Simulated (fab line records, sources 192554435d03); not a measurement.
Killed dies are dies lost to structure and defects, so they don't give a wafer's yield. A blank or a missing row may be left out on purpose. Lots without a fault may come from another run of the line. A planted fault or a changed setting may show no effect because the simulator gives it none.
Chamber matching | flow n5_finfet | N5_MOL_CONTACT_COAG_CO_FILL_22 on cvd_co-01: 3 sister chambers
The step material Co, precursor CCTBA/H2, target thk 20 nm. 3 wafers are shown with their chamber, then 12 later ones without.

WAFERS WITH THEIR CHAMBER
wafer  | chamber | heater_power_w (W)
L083.2 | 1       | 281
L086.4 | 2       | 231
L086.5 | 0       | 269

WAFERS WITHOUT THEIR CHAMBER
wafer  | heater_power_w (W)
L088.3 | 222
L088.5 | 270
L088.6 | 227
L091.1 | 284
L091.4 | 226
L091.6 | 271
L094.3 | 226
L094.5 | 229
L094.6 | 271
L097.1 | 282
L097.3 | 274
L097.4 | 284

WHICH CHAMBER EACH WENT THROUGH
wafer  | from the rows above     | in truth
L088.3 | 2                       | 2
L088.5 | 0                       | 0
L088.6 | 2                       | 2
L091.1 | 1                       | 1
L091.4 | 2                       | 2
L091.6 | can't be placed: 0 or 1 | 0
L094.3 | 2                       | 2
L094.5 | 2                       | 2
L094.6 | can't be placed: 0 or 1 | 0
L097.1 | 1                       | 1
L097.3 | can't be placed: 0 or 1 | 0
L097.4 | 1                       | 1
Placed correctly: 9 of 12. Can't be placed from these rows: 3 (the true chamber is among the candidates in 3). Placed wrongly: 0.
How it was worked out, from the rows above alone: a wafer's distance from a chamber is the root of the sum, over the readings, of the square of ((its reading less the chamber's mean) divided by the reading's scatter). The wafer belongs to the nearest chamber; if the next one is less than 2 further off, it can't be placed. A chamber's mean is the mean of its shown wafers. The scatter: with one shown wafer a chamber, the root of the mean of the squares of how far each hidden wafer lies from its nearest shown one.
